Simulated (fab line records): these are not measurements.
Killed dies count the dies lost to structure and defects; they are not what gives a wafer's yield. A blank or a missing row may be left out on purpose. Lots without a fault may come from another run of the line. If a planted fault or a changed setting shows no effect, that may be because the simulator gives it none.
Matching of chambers + flow n5Finfet + N5_BEOL_M1_CO_CAP_55 on cvdCo-01: 3 sister chambers
The step material Co, precursor CCTBA/H2, target thk 2 nm, time 102.1 s. 6 wafers are shown with their chamber, then 9 later ones without.

## EACH WAFER AND ITS CHAMBER
| wafer  | chamber | heaterPowerW (W) |
|--------|---------|------------------|
| L084.1 | 0       | 211              |
| L084.2 | 2       | 230              |
| L084.3 | 1       | 234              |
| L086.2 | 1       | 234              |
| L086.3 | 0       | 217              |
| L086.5 | 2       | 237              |

## WAFERS WHOSE CHAMBER IS MISSING
| wafer  | heaterPowerW (W) |
|--------|------------------|
| L089.3 | 224              |
| L089.5 | 212              |
| L089.6 | 233              |
| L093.3 | 232              |
| L093.4 | 238              |
| L093.6 | 217              |
| L094.1 | 235              |
| L094.2 | 216              |
| L094.6 | 225              |

## WHICH CHAMBER EACH WENT THROUGH
| wafer  | from the rows above          | in truth |
|--------|------------------------------|----------|
| L089.3 | can't be placed: 2 or 0 or 1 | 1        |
| L089.5 | 0                            | 0        |
| L089.6 | can't be placed: 2 or 1      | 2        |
| L093.3 | can't be placed: 2 or 1      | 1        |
| L093.4 | can't be placed: 1 or 2      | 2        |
| L093.6 | 0                            | 0        |
| L094.1 | can't be placed: 1 or 2      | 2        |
| L094.2 | 0                            | 0        |
| L094.6 | can't be placed: 2 or 1 or 0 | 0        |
Placed correctly: 3 of 9. From these rows, 6 cannot be placed; in 6 the true chamber is one of the candidates. Wrongly placed: 0.
How it was worked out, from the rows above alone: a wafer's distance from a chamber is the root of the sum, over the readings, of the square of ((its reading less the chamber's mean) divided by the reading's scatter). The wafer belongs to the nearest chamber; if the next one is less than 2 further off, it can't be placed. The mean given for a chamber averages the wafers shown for that chamber. How the scatter is found: for the shown wafers, subtract from each reading the mean of its chamber, square and add these, divide the total by (wafers less chambers), then take the root.
